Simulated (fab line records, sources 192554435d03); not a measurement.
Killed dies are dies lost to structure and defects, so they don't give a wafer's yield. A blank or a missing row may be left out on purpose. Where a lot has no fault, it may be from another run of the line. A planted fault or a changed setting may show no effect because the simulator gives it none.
Struck lot and sound lot, side by side    flow n5 finfet    44 out of 1938 route steps
Sound: wafers L428.2, L428.5, L428.6. Struck: wafer L437.1; the same lot's L437.4 was not struck, so it is left out; see the end for the cause.
At each step with rows: each side's tool, then ch and its chambers, then its first start. Under that, the readings that differ: sound wafers    struck wafers    difference of the means    sigmas: that difference in standard deviations of wafers without a fault.
alike: readings whose means differ by less than 2 such deviations, and words and numbers that are the same on both sides. not compared: withheld readings, readings that some wafer has no value for, bounds like >300 that may hide the same value, and numbers for which the record gives no deviation and whose values overlap.
A row with sigmas, a row that says differs or no value, or rows on one side alone: a step with any of these is where the two part. Numbers that have no deviation but don't overlap get no sigmas and don't part them. A reading that every wafer of one side lacks parts them only if that side has two wafers or more.

first, 4 steps without rows for these wafers: N5_BEOL_M11_SOFTBAKE_06 (time 60 s); N5_BEOL_M11_EXPOSE_08 (exposes mask M11); N5_BEOL_M11_PEB_09 (peb time 60 s); N5_BEOL_M11_DEVELOP_10 (develop time 30 s).
N5_BEOL_M11_CD_MEAS_11: target cd 64.1 nm.
  sound on cd sem-01 ch 0, day 13 12:32; struck on cd sem-01 ch 0, day 15 17:28
  alike: cd nm
N5_BEOL_M11_OVL_MEAS_12:
  sound on overlay-02 ch 0, day 13 12:34; struck on overlay-02 ch 0, day 15 17:29
  alike: M11_OVL
N5_BEOL_M11_INSPECT_13: inspects for defects (brightfield).
  struck on defect inspect-01, day 15 17:31; sound on defect inspect-01, day 13 12:35
  alike: raw defect count
N5_BEOL_M11_DESCUM_16: chemistry O2, time 7.9 s.
  sound on rie diel-05 ch 2,3, day 13 12:38; struck on rie diel-06 ch 3, day 15 17:32
  alike: drypump motor current A, oes product au, rf vpp V, showerhead plenum p Torr, throttle valve pct
  not compared: rf hours counter h
then, 3 steps without rows for these wafers: N5_BEOL_M11_ETCH_61 (etches SiARC in CF4, target depth 39 nm, time 65 s); N5_BEOL_M11_ETCH_62 (etches SOC in N2/H2, target depth 110 nm, overetch 22 nm, time 165 s); N5_BEOL_M11_STRIP_68 (strips in N2/H2).
N5_BEOL_M11_STRIP_67: strips in CF4.
  sound on rie diel-05 ch 2,3, day 13 12:52; struck on rie diel-06 ch 3, day 15 17:47
  alike: drypump motor current A, oes product au, rf vpp V, showerhead plenum p Torr, throttle valve pct
  not compared: rf hours counter h
N5_BEOL_M11_HM_OPEN_17: chemistry Cl2/BCl3, target TiN, target depth 20 nm, overetch 6 nm.
  sound on rie metal-02 ch 0,1, day 13 12:54; struck on rie metal-02 ch 0, day 15 17:49
reading                                    sound              struck  difference  sigmas
model.etch.depth nm (nm)                   20.14 20.08 20.01  16.36   -3.72       
model.SOC_of_BEOL_M11_COAT_59.thk nm (nm)  91.4 91.8 91.8     95      +3          
  alike: drypump motor current A, oes product au, throttle valve pct
  not compared: rf hours counter h
then, 1 step without rows for these wafers: N5_BEOL_M11_STRIP_19 (strips in O2).
N5_BEOL_M11_CD_MEAS_18: pitch 140 nm, target cd 70 nm.
  struck on cd sem-03, day 15 18:00; sound on cd sem-02, day 13 13:05
  alike: cd nm
then, 8 steps without rows for these wafers: N5_BEOL_M11_COAT_63 (time 60 s, resist thk 100 nm); N5_BEOL_M11_COAT_64 (time 60 s, resist thk 30 nm); N5_BEOL_M11_COAT_22 (resist thk 90 nm); N5_BEOL_M11_EBR_24; N5_BEOL_M11_SOFTBAKE_23 (time 60 s); N5_BEOL_M11_EXPOSE_25 (exposes mask V10); N5_BEOL_M11_PEB_26 (peb time 60 s); N5_BEOL_M11_DEVELOP_27 (develop time 30 s).
N5_BEOL_M11_CD_MEAS_28: target cd 70 nm.
  sound on cd sem-01 ch 0, day 13 14:03; struck on cd sem-02 ch 0, day 15 18:26
  alike: cd nm
N5_BEOL_M11_OVL_MEAS_29:
  sound on overlay-02 ch 0, day 13 14:05; struck on overlay-01 ch 0, day 15 18:28
  alike: V10_OVL
N5_BEOL_M11_INSPECT_30: inspects for defects (brightfield).
  struck on defect inspect-01, day 15 18:29; sound on defect inspect-01, day 13 14:07
  alike: raw defect count
then, 2 steps without rows for these wafers: N5_BEOL_M11_DESCUM_33 (chemistry O2, time 7.9 s); N5_BEOL_M11_ETCH_65 (etches SiARC in CF4, target depth 39 nm, time 65 s).
N5_BEOL_M11_ETCH_66: etches SOC in N2/H2, target depth 120 nm, overetch 24 nm, time 180 s.
  sound on rie diel-06 ch 0,1, day 13 14:14; struck on rie diel-05 ch 2, day 15 18:44
  alike: drypump motor current A, n2 flow sccm, oes product au, rf vpp V, showerhead plenum p Torr, throttle valve pct
  not compared: rf hours counter h
then, 1 step without rows for these wafers: N5_BEOL_M11_STRIP_69 (strips in N2/H2).
N5_BEOL_M11_VIA_ETCH_34: etches SiCOH lowk in C4F6/O2, target depth 184.5 nm, time 69.2 s.
  sound on rie diel-06 ch 0,1, day 13 14:21; struck on rie diel-05 ch 2, day 15 18:51
reading                sound            struck  difference  sigmas
O2_flow_sccm (sccm)    9.99 10.05 9.95  10.07   +0.07       +2
oes product au (a.u.)  0.87 0.70 0.87   0.33    -0.48       -6
  alike: drypump motor current A, rf vpp V, showerhead plenum p Torr, throttle valve pct
  not compared: rf hours counter h
then, 1 step without rows for these wafers: N5_BEOL_M11_STRIP_73 (strips in C4F6/O2).
N5_BEOL_M11_STRIP_36: strips in N2/H2.
  sound on rie diel-06 ch 0,1, day 13 14:25; struck on rie diel-05 ch 2, day 15 18:55
  alike: drypump motor current A, n2 flow sccm, oes product au, rf vpp V, showerhead plenum p Torr, throttle valve pct
  not compared: rf hours counter h
N5_BEOL_M11_TRENCH_ETCH_37: etches SiCOH lowk in C4F6/O2, target depth 148.83 nm, time 48 s.
  sound on rie diel-06 ch 0,1; struck on rie diel-05 ch 2
  alike: O2_flow_sccm, drypump motor current A, oes product au, rf vpp V, showerhead plenum p Torr, throttle valve pct
  not compared: rf hours counter h
then, 2 steps without rows for these wafers: N5_BEOL_M11_ETCH_41 (etches SiCN in CH3F/O2, target depth 42.6 nm, time 86 s); N5_BEOL_M11_STRIP_77 (strips in N2/H2, time 10 s).
N5_BEOL_M11_OCD_MEAS_38:
  struck on ocd-01, day 15 19:08; sound on ocd-02, day 13 14:38
reading               sound              struck  difference  sigmas
trench depth nm (nm)  150.2 146.1 148.0  18.3    -129.8      -81
then, 4 steps without rows for these wafers: N5_BEOL_M11_HM_STRIP_39 (strips TiN in peroxide tin strip, target depth 25 nm, time 158 s); N5_BEOL_M11_SRD_40 (time 30 s); N5_BEOL_M11_PRECLEAN_42 (cleans in residue remover, time 60 s); N5_BEOL_M11_SRD_43 (time 30 s).
N5_BEOL_M11_CD_MEAS_35: target cd 70 nm.
  struck on cd sem-01, day 15 19:17; sound on cd sem-02, day 13 14:47
  alike: cd nm
N5_BEOL_M11_THK_MEAS_53: measures by xrf.
  struck on film metro-01, day 15 23:19; sound on film metro-02, day 13 18:49
  not compared: M11_THK
N5_BEOL_M11_RS_MEAS_57: uses a four-point probe to measure.
  struck on film metro-02, day 15 23:26; sound on film metro-01, day 13 18:56
  not compared: M11_RS

WHERE THEY PART
Last at N5_BEOL_M11_OCD_MEAS_38 as far as this record goes, first at N5_BEOL_M11_VIA_ETCH_34. Later steps at which nothing parts them and some readings are alike: N5_BEOL_M11_CD_MEAS_35.

WHY: what had been put in by the simulator
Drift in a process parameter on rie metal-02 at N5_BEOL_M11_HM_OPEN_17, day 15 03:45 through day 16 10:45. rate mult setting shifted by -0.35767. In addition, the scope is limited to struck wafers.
